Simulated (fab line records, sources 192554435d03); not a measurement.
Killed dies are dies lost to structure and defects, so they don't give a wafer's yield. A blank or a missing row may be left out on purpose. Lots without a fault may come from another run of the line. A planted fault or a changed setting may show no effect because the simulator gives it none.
A struck lot beside a sound one | flow n5_finfet | 37 steps out of a route of 1938
Sound: wafers L555.2, L555.4, L555.6. Struck: wafers L541.1, L541.2, L541.5. The cause comes at the end.
At each step with rows: each side's tool, then ch and its chambers, then its first start. Under that, the readings that differ: sound wafers | struck wafers | difference of the means | sigmas: that difference in standard deviations of wafers without a fault.
alike: readings whose means differ by less than 2 such deviations, and words and numbers that are the same on both sides. not compared: withheld readings, readings that some wafer has no value for, bounds like >300 that may hide the same value, and numbers for which the record gives no deviation and whose values overlap.
The two part at a step that has a row with sigmas, a row that says differs or no value, or rows on one side only. Numbers that don't overlap but have no deviation are shown without sigmas and don't part them. A reading that every wafer of one side lacks parts them only if that side has two wafers or more.

first, 9 steps without rows for these wafers: N5_BEOL_M4_ANNEAL_95 (time 240 s); N5_BEOL_M4_SPUTTER_96 (material Cu, target thk 4.5 nm, time 8.29 s); N5_BEOL_M4_ECD_50 (material Cu, target thk 300 nm); N5_BEOL_M4_ANNEAL_51 (time 90 s); N5_BEOL_M4_CMP_52 (polishes, stops on SiOC, t overpolish 6.8 s, target thk 40 nm); N5_BEOL_M4_PRE_CLEAN_60 (time 15 s); N5_BEOL_M4_CO_CAP_55 (material Co, precursor CCTBA/H2, target thk 2 nm, time 102.1 s); N5_BEOL_M4_PRE_CLEAN_56 (time 15 s); N5_BEOL_M4_DEP_57 (deposits SiCN from 3MS/NH3, target thk 8 nm, time 14 s).
N5_BEOL_M4_RC_MEAS_101:
  sound on prober-01 ch 0, day 13 19:48; struck on prober-01 ch 0, day 9 18:40
  reading       | sound          | struck         | difference | sigmas
  SS_N (mV/dec) | 70.9 70.7 70.5 | 72.4 71.7 71.7 | +1.2       | +2
  alike: DIBL_N, DIBL_P, IOFF_N, IOFF_P, ION_N, ION_P, SS_P, VT_N, VT_P
then, 24 steps without rows for these wafers: N5_BEOL_M5_ILD_DEP_00 (deposits SiCOH lowk from DEMS/porogen, target thk 140.64 nm, time 25.9 s); N5_BEOL_M5_CURE_79 (cures SiCOH lowk, time 240 s); N5_BEOL_M5_PECVD_70 (deposits SiO2 from TEOS/O2, target thk 16 nm, time 18 s); N5_BEOL_M5_HM_DEP_02 (deposits TiN, target thk 20 nm); N5_BEOL_M5_COAT_59 (time 60 s, resist thk 60 nm); N5_BEOL_M5_COAT_60 (time 60 s, resist thk 12 nm); N5_BEOL_M5_COAT_71 (time 60 s, resist thk 5 nm); N5_BEOL_M5_COAT_05 (resist thk 30 nm); N5_BEOL_M5_EBR_07; N5_BEOL_M5_SOFTBAKE_06 (time 60 s); N5_BEOL_M5_EXPOSE_08 (exposes mask M5, target cd 28 nm); N5_BEOL_M5_PEB_09 (peb time 60 s); N5_BEOL_M5_DEVELOP_10 (develop time 30 s); N5_BEOL_M5_DESCUM_16 (chemistry O2, time 7 s); N5_BEOL_M5_ETCH_72 (etches underlayer in N2/H2, target depth 6.5 nm, time 5.2 s); N5_BEOL_M5_ETCH_61 (etches SiARC in CF4, target depth 15.6 nm, time 26 s); N5_BEOL_M5_ETCH_62 (etches SOC in N2/H2, target depth 75 nm, overetch 15 nm, time 112.5 s); N5_BEOL_M5_STRIP_63 (strips in N2/H2); N5_BEOL_M5_STRIP_73 (strips in N2/H2); N5_BEOL_M5_STRIP_64 (strips in CF4); N5_BEOL_M5_HM_OPEN_17 (chemistry Cl2/BCl3, target TiN, target depth 20 nm, overetch 6 nm); N5_BEOL_M5_STRIP_19 (strips in O2); N5_BEOL_M5_COAT_65 (time 60 s, resist thk 60 nm); N5_BEOL_M5_COAT_66 (time 60 s, resist thk 12 nm).
N5_BEOL_M6_SPUTTER_48: material Cu, target thk 10 nm, time 1.667 s.
  sound on pvd_sputter-03, day 14 13:50; struck on pvd_sputter-01, day 10 13:21
  no value came back on the struck wafers for bias_v (V), cathode_dc_power_W (W), throttle_valve_pct (%), time_s (s); on the sound wafers bias_v (V) reads 59.8 60.6 59.4
N5_BEOL_M6_CMP_52: polishes, stops on SiCOH lowk, t overpolish 6.9 s, target thk 80 nm.
  sound on cmp-02 ch 0,2,3, day 14 14:23; struck on cmp-02 ch 2,3, day 10 14:43
  reading                | sound          | struck      | difference | sigmas
  time_to_endpoint_s (s) | 60.4 60.2 60.9 | 0.0 0.0 0.1 | -60.5      | -22
  alike: edge_zone_pressure_frac, motor_current_A
-- the record jumps here: 3 days lie between the struck wafers' starts before and after (it left off in module BEOL_M6 and takes up again in module PASSIVATION, whose first step shown is number 1936 of the route) --
N5_PASSIVATION_PROBE_49:
  the record has rows for the struck wafers here (prober-02, day 13 17:59) and none for the sound ones

WHERE THEY PART
First at N5_BEOL_M4_RC_MEAS_101; last, within this record, at N5_PASSIVATION_PROBE_49.

WHY: what the simulator had put in
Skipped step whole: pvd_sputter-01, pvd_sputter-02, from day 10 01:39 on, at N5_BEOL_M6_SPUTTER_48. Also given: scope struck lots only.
